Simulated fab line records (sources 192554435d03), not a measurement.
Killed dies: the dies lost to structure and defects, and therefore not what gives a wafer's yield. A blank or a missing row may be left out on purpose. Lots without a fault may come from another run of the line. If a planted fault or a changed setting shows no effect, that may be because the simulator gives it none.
fab line records	flow n5Finfet	part 2 of 2: steps 5 to 6 of 6
record lots=20	wafers=60	lastDay=19
route steps=1938 shown BEOL_M0_SAQP@664 BEOL_M0@717
lots with no fault: from the same line, run without faults
startH: hours from the record's first day to the start of the lot's first wafer shown	waitH: hours from the lot's prior step to this one	" unchanged from the row above	L1.1+2: several wafers, shown together as one row	- value missing, or start not given	* or withheld: withheld	< > ~ a bound
route shown NAME@n: NAME is a module with steps in the file, n the number in the route of the first one	usual: average and standard deviation across the fault-free wafers	same: alike in all rows	chamber/n: place in a boat	sites: readings site by site	_std_site: the values' standard deviation	_edge_site: mean of outer sites minus mean of inner sites	radiusMm: for every site, how far away it sits from the centre of the wafer	mask NAME#n: copy n	behind: the tool/chamber that last shaped the wafer	hold: cause of the lot's hold/its duration in hours/its outcome	device: names the non-switching transistor (n, p or np)	end of line: the same wafers' tests at the end of the route	a step with no rows: only its recipe	killed: dies lost to structure and defects at the first sort, not the wafer's yield	map: per-die view of a wafer (x killed, . not killed, _ where there is no die)
set.NAME: the setting the step ran with; set.NAME@STEP: the setting that earlier step ran with	model.NAME: the simulator's own value behind a step, which no gauge read
route steps across a sampled set of lots; one table per step, one row per wafer
services: from which hour (startH, from the record's first day; less than 0 if before it) a tool's chamber was out of use, for how many hours, and why
## steps
# step N5_BEOL_M0_SAQP_ETCH_73
# recipe chemistry=CF4	target=SiARC	targetDepthA=195	maskMaterial=CAR-EUV	timeS=32.5	ionEnergyEv=80	pressureMtorr=40	sourceW=545	biasW=36	Ar_flow_sccm=100	cf4FlowSccm=100	ends=cleared
# usual drypumpMotorCurrentA=5.6/0.32	etchRfOnTimeS=32.2/0.65	oesProductAu=0.67/0.071	rfVppV=184.3/1.3	showerheadPlenumPTorr=2.15/0.068	throttleValvePct=15.79/0.21
lot.wafer	tool	chamber	startH	waitH	drypumpMotorCurrentA	etchRfOnTimeS	oesProductAu	rfHoursCounterH	rfVppV	showerheadPlenumPTorr	throttleValvePct
L075.2	rieDiel-03	3	124.05	0.0	5.5	32.9	0.64	179	183.3	2.14	15.95
L075.3	"	0	"	"	5.4	31.8	0.65	161	184.5	2.14	15.67
L075.5	"	0	"	"	5.4	32.2	0.65	-	184.4	2.14	15.67
L076.1	rieDiel-02	2	126.93	0.0	5.6	31.9	0.63	180	184.3	2.14	15.97
L076.4	"	3	"	"	5.0	32.0	0.86	3	185.8	2.29	15.66
L076.5	"	1	"	"	5.6	34.2	0.62	-	184.8	2.22	15.77
L077.3	rieDiel-03	1	136.21	0.0	5.9	31.6	0.61	242	181.2	2.02	16.02
L077.5	"	1	"	"	5.9	31.9	0.60	-	182.6	2.02	16.02
L077.6	"	0	"	"	5.4	32.3	0.65	-	182.7	2.14	15.65
L078.1	rieDiel-03	1	146.05	0.0	5.9	31.7	0.60	244	181.8	2.01	16.02
L078.2	"	0	"	"	5.4	32.3	0.64	168	183.8	2.14	15.68
L078.3	"	2	"	"	5.3	31.7	0.66	133	184.0	2.14	15.86
L079.2	rieDiel-01	3	150.19	0.0	6.5	31.8	0.63	174	181.6	2.05	15.68
L079.4	"	3	"	"	6.4	32.0	0.63	-	182.7	2.05	15.69
L079.6	"	2	"	"	5.5	32.1	0.63	-	185.1	2.22	15.99
L081.2	rieDiel-03	1	153.30	0.0	5.9	31.8	0.60	247	183.9	2.01	16.03
L081.3	"	2	"	"	5.3	31.5	0.66	136	183.9	2.14	15.87
L081.5	"	1	"	"	5.9	31.6	0.60	-	181.7	2.01	16.02
L082.4	rieDiel-03	3	159.81	0.0	5.5	32.3	0.64	190	184.9	2.13	15.98
L082.5	"	0	"	"	5.4	31.9	0.64	-	185.1	2.14	15.68
L082.6	"	3	"	"	5.5	32.1	0.64	-	183.4	2.13	16.00
L083.2	rieDiel-01	1	171.34	0.0	6.0	32.5	0.64	179	183.9	2.13	15.84
L083.3	"	3	"	"	6.5	31.8	0.62	180	183.7	2.04	15.71
L083.5	"	2	"	"	5.5	31.7	0.64	-	185.1	2.21	16.00
L084.1	rieDiel-02	0	174.87	0.0	5.8	32.5	0.73	52	182.5	2.10	15.30
L084.4	"	1	"	"	5.6	33.8	0.61	186	185.1	2.21	15.78
L084.6	"	1	"	"	5.6	33.6	0.61	-	184.8	2.21	15.79
L085.2	rieDiel-02	0	182.24	0.0	5.8	32.4	0.74	53	185.0	2.10	15.30
L085.3	"	3	"	"	5.0	31.9	0.80	20	186.8	2.29	15.69
L085.6	"	0	"	"	5.8	32.6	0.74	-	183.7	2.10	15.28
L086.2	rieDiel-03	3	184.22	0.0	5.5	32.9	0.63	199	182.3	2.13	16.01
L086.3	"	1	"	"	6.0	31.0	0.84	1	187.6	2.26	15.53
L086.4	"	2	"	"	5.3	31.8	0.65	148	184.4	2.13	15.90
L087.1	rieDiel-03	2	194.16	0.0	5.3	31.9	0.65	150	184.3	2.13	15.91
L087.2	"	1	"	"	5.9	31.5	0.82	4	186.7	2.26	15.55
L087.6	"	1	"	"	5.9	31.6	0.81	-	186.3	2.26	15.55
L088.2	rieDiel-03	0	197.61	0.0	5.4	32.1	0.63	185	183.5	2.13	15.71
L088.5	"	2	"	"	5.3	31.7	0.65	-	182.8	2.13	15.92
L088.6	"	1	"	"	5.9	31.3	0.82	-	185.1	2.26	15.56
L091.3	rieDiel-02	2	213.34	0.0	5.7	31.6	0.62	202	185.1	2.13	15.98
L091.4	"	3	"	"	5.0	31.9	0.79	27	186.9	2.29	15.70
L091.6	"	0	"	"	5.8	32.7	0.71	-	184.0	2.10	15.32
L092.4	rieDiel-03	1	224.91	0.0	5.9	31.0	0.79	13	185.7	2.26	15.57
L092.5	"	1	"	"	5.9	31.5	0.79	-	185.6	2.26	15.56
L092.6	"	2	"	"	5.3	31.7	0.64	-	184.2	2.13	15.91
L093.1	rieDiel-03	3	231.45	0.0	5.5	32.8	0.62	212	184.5	2.13	16.03
L093.2	"	0	"	"	5.4	32.2	0.63	192	184.1	2.13	15.72
L093.4	"	2	"	"	5.3	32.0	0.64	161	185.5	2.13	15.91
L094.1	rieDiel-03	2	237.70	0.0	5.4	32.4	0.64	163	184.4	2.13	15.94
L094.2	"	3	"	"	5.4	32.7	0.62	214	183.9	2.13	16.04
L094.3	"	1	"	"	5.9	31.3	0.79	16	185.3	2.26	15.58
L095.1	rieDiel-01	2	248.39	0.0	5.5	32.2	0.62	184	185.3	2.21	16.04
L095.4	"	0	"	"	5.7	32.4	0.60	205	185.4	2.13	15.91
L095.5	"	0	"	"	5.7	32.5	0.60	-	183.6	2.13	15.90
L096.3	rieDiel-03	1	254.62	0.0	5.9	31.2	0.79	17	185.9	2.26	15.58
L096.5	"	1	"	"	5.9	31.2	0.79	-	186.4	2.26	15.58
L096.6	"	0	"	"	5.5	32.6	0.62	-	183.5	2.13	15.75
L097.1	rieDiel-03	2	256.03	0.0	5.4	31.7	0.64	164	183.6	2.13	15.95
L097.5	"	2	"	"	5.3	32.2	0.63	-	184.6	2.13	15.92
L097.6	"	3	"	"	5.5	32.5	0.62	-	183.6	2.12	16.03
# step N5_BEOL_M0_STRIP_140
# recipe chemistry=CF4	resist=SiARC	powerW=300	biasPowerW=75	pressureMtorr=50	cf4FlowSccm=150	rfFrequencyHz=6e+07
# usual drypumpMotorCurrentA=5.74/0.27	oesProductAu=0.81/0.091	rfVppV=271.2/1.8	showerheadPlenumPTorr=1.81/0.06	throttleValvePct=13.49/0.29
lot.wafer	tool	chamber	startH	waitH	drypumpMotorCurrentA	oesProductAu	rfHoursCounterH	rfVppV	showerheadPlenumPTorr	throttleValvePct
L075.2	rieDiel-05	0	126.69	0.1	5.54	0.79	95	273.3	1.81	13.28
L075.3	"	2	"	"	6.14	0.84	52	272.4	1.80	13.55
L075.5	"	3	"	"	5.93	0.69	-	272.2	1.79	13.90
L076.1	rieDiel-05	0	129.11	0.1	5.57	0.80	96	271.3	1.81	13.27
L076.4	"	0	"	"	5.60	0.79	-	269.9	1.81	13.25
L076.5	"	3	"	"	5.85	0.69	-	270.4	1.79	13.90
L077.3	rieDiel-04	3	140.82	0.1	6.02	0.88	30	276.3	1.90	13.44
L077.5	"	3	"	"	6.02	0.88	-	271.7	1.90	13.42
L077.6	"	2	"	"	5.47	0.69	-	269.9	1.70	13.95
L078.1	rieDiel-06	0	150.02	0.2	5.60	0.85	43	273.3	1.90	13.57
L078.2	"	1	"	"	5.59	0.83	68	268.8	1.76	13.34
L078.3	"	2	"	"	5.76	0.88	29	273.9	1.90	13.14
L079.2	rieDiel-04	2	153.72	0.4	5.45	0.69	212	269.7	1.70	13.98
L079.4	"	0	"	"	5.41	0.68	222	270.2	1.79	13.63
L079.6	"	3	"	"	6.02	0.87	-	272.7	1.90	13.46
L081.2	rieDiel-06	1	157.32	0.4	5.60	0.83	71	271.7	1.76	13.38
L081.3	"	3	"	"	5.27	0.68	245	272.6	1.84	13.55
L081.5	"	0	"	"	5.59	0.83	-	273.0	1.90	13.56
L082.4	rieDiel-05	2	166.14	0.2	6.16	0.84	66	272.2	1.80	13.60
L082.5	"	1	"	"	5.80	0.92	-	269.3	1.83	13.04
L082.6	"	2	"	"	6.17	0.83	-	271.5	1.80	13.59
L083.2	rieDiel-05	1	175.90	0.1	5.82	0.92	12	271.6	1.83	13.06
L083.3	"	2	"	"	6.12	0.84	70	273.6	1.80	13.58
L083.5	"	3	"	"	5.92	0.68	-	272.3	1.78	13.95
L084.1	rieDiel-05	0	179.16	0.1	5.55	0.77	115	271.5	1.80	13.32
L084.4	"	0	"	"	5.59	0.76	-	271.5	1.80	13.33
L084.6	"	1	"	"	5.81	0.92	-	270.9	1.83	13.06
L085.2	rieDiel-04	0	185.70	0.3	5.44	0.68	233	272.3	1.78	13.67
L085.3	"	3	"	"	6.02	0.85	47	271.8	1.90	13.46
L085.6	"	1	"	"	6.00	0.93	-	271.4	1.82	13.31
L086.2	rieDiel-06	0	186.87	0.1	5.62	0.82	55	271.7	1.90	13.56
L086.3	"	2	"	"	5.75	0.86	42	273.9	1.90	13.16
L086.4	"	1	"	"	5.59	0.82	-	270.1	1.76	13.39
L087.1	rieDiel-04	3	199.24	0.1	6.03	0.85	51	274.7	1.90	13.47
L087.2	"	1	"	"	6.03	0.91	15	271.4	1.82	13.31
L087.6	"	1	"	"	6.00	0.92	-	270.7	1.82	13.32
L088.2	rieDiel-04	1	199.50	0.2	6.05	0.91	15	271.9	1.82	13.31
L088.5	"	2	"	"	5.47	0.68	-	268.0	1.69	14.02
L088.6	"	1	"	"	6.06	0.93	-	273.7	1.82	13.34
L091.3	rieDiel-04	0	217.13	0.1	5.41	0.67	244	269.7	1.78	13.70
L091.4	"	3	"	"	6.04	0.84	57	273.7	1.89	13.49
L091.6	"	2	"	"	5.44	0.68	-	267.7	1.69	14.01
L092.4	rieDiel-06	2	228.51	0.1	5.74	0.84	55	271.0	1.89	13.19
L092.5	"	0	"	"	5.60	0.82	-	271.6	1.90	13.59
L092.6	"	1	"	"	5.58	0.81	-	270.6	1.76	13.39
L093.1	rieDiel-05	2	233.62	0.4	6.16	0.80	91	272.1	1.79	13.63
L093.2	"	0	"	"	5.56	0.76	136	270.3	1.80	13.36
L093.4	"	1	"	"	5.81	0.87	34	271.5	1.83	13.10
L094.1	rieDiel-05	0	241.00	0.3	5.57	0.75	139	269.5	1.80	13.38
L094.2	"	2	"	"	6.15	0.80	94	272.4	1.79	13.66
L094.3	"	3	"	"	5.91	0.92	9	269.5	1.78	13.42
L095.1	rieDiel-04	2	250.22	0.1	5.41	0.67	242	268.0	1.69	14.06
L095.4	"	1	"	"	6.01	0.89	-	272.9	1.81	13.35
L095.5	"	2	"	"	5.42	0.66	-	267.1	1.69	14.04
L096.3	rieDiel-06	2	266.27	0.1	5.70	0.83	67	274.5	1.89	13.21
L096.5	"	0	"	"	5.56	0.81	-	273.2	1.89	13.64
L096.6	"	3	"	"	5.28	0.92	-	270.9	1.83	13.02
L097.1	rieDiel-04	3	267.26	0.4	6.01	0.83	74	273.5	1.89	13.52
L097.5	"	1	"	"	6.06	0.88	-	273.0	1.81	13.37
L097.6	"	0	"	"	5.43	0.93	-	271.2	1.78	13.16
## services
tool	chamber	startH	hours	kind
rieDiel-04	0	120.85	5.2	repair
rieDiel-03	1	123.37	2.8	repair
rieDiel-01	1	129.06	5.2	repair
rieSi-01	0	142.39	6.1	repair
rieSi-03	1	145.28	-	clean
rieSi-03	1	145.28	25.2	scheduledDown
rieSi-03	1	145.28	25.2	ventCycle
rieSi-03	3	147.09	4.6	repair
rieDiel-01	1	149.61	2.3	repair
rieDiel-01	2	150.61	2.8	repair
rieDiel-03	1	161.54	-	clean
rieDiel-03	1	161.54	-	consumableReplace:focusRing
rieDiel-03	1	161.54	-	consumableReplace:showerhead
rieDiel-03	1	161.54	15.7	scheduledDown
rieDiel-03	1	161.54	15.7	ventCycle
rieSi-03	0	167.12	1.8	repair
rieSi-05	2	203.73	11.2	repair
rieDiel-05	-	238.15	0.8	repair
rieDiel-03	-	238.74	15.6	pm
rieDiel-02	-	241.28	5.4	repair
rieSi-03	0	246.75	6.8	repair
rieSi-03	-	247.11	2.8	pm
rieSi-03	2	252.54	2.6	repair
rieDiel-03	0	260.05	1.3	repair
